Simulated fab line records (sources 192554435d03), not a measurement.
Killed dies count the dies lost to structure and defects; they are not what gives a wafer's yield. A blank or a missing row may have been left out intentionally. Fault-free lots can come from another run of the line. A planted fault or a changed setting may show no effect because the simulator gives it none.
Chamber matching / flow n5Finfet / pecvd-04 running N5_FIN_SAQP_HM_DEP_72: 3 sister chambers
The step deposits SiO2 from SiH4/N2O, target thk 12 nm, time 7.2 s. 6 wafers are shown with their chamber, then 10 later ones without.

WAFERS PAIRED WITH THEIR CHAMBERS
wafer=L080.5; chamber=1; showerheadPlenumPTorr (Torr)=8.02; heaterPowerW (W)=842
wafer=L081.3; chamber=1; showerheadPlenumPTorr (Torr)=8.02; heaterPowerW (W)=892
wafer=L083.2; chamber=0; showerheadPlenumPTorr (Torr)=8.19; heaterPowerW (W)=801
wafer=L083.5; chamber=2; showerheadPlenumPTorr (Torr)=8.13; heaterPowerW (W)=748
wafer=L084.1; chamber=0; showerheadPlenumPTorr (Torr)=8.19; heaterPowerW (W)=663
wafer=L084.2; chamber=2; showerheadPlenumPTorr (Torr)=8.11; heaterPowerW (W)=735

WAFERS WITH NO CHAMBER GIVEN
wafer=L084.4; showerheadPlenumPTorr (Torr)=8.19; heaterPowerW (W)=694
wafer=L090.3; showerheadPlenumPTorr (Torr)=8.16; heaterPowerW (W)=749
wafer=L090.5; showerheadPlenumPTorr (Torr)=8.01; heaterPowerW (W)=839
wafer=L090.6; showerheadPlenumPTorr (Torr)=8.11; heaterPowerW (W)=732
wafer=L093.2; showerheadPlenumPTorr (Torr)=8.13; heaterPowerW (W)=682
wafer=L093.4; showerheadPlenumPTorr (Torr)=8.19; heaterPowerW (W)=788
wafer=L093.6; showerheadPlenumPTorr (Torr)=8.01; heaterPowerW (W)=859
wafer=L097.1; showerheadPlenumPTorr (Torr)=8.19; heaterPowerW (W)=752
wafer=L097.3; showerheadPlenumPTorr (Torr)=8.13; heaterPowerW (W)=666
wafer=L097.5; showerheadPlenumPTorr (Torr)=7.99; heaterPowerW (W)=988

THE CHAMBER EACH PASSED THROUGH
wafer=L084.4; from the rows above=0; in truth=0
wafer=L090.3; from the rows above=can't be placed: 0 or 2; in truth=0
wafer=L090.5; from the rows above=1; in truth=1
wafer=L090.6; from the rows above=2; in truth=2
wafer=L093.2; from the rows above=2; in truth=2
wafer=L093.4; from the rows above=0; in truth=0
wafer=L093.6; from the rows above=1; in truth=1
wafer=L097.1; from the rows above=0; in truth=0
wafer=L097.3; from the rows above=2; in truth=2
wafer=L097.5; from the rows above=1; in truth=1
Placed correctly: 9 of 10. From these rows, 1 cannot be placed; in 1 the true chamber is one of the candidates. Placed wrongly: 0.
How it was worked out, from the rows above alone: a wafer's distance from a chamber is the root of the sum, over the readings, of the square of ((its reading less the chamber's mean) divided by the reading's scatter). If the next closest chamber is less than 2 further off than the closest, the wafer can't be placed; otherwise it belongs to the closest. The mean given for a chamber averages the wafers shown for that chamber. The scatter: the root of (the sum of the squares of (reading less its chamber's mean) over the shown wafers, divided by (wafers less chambers)).
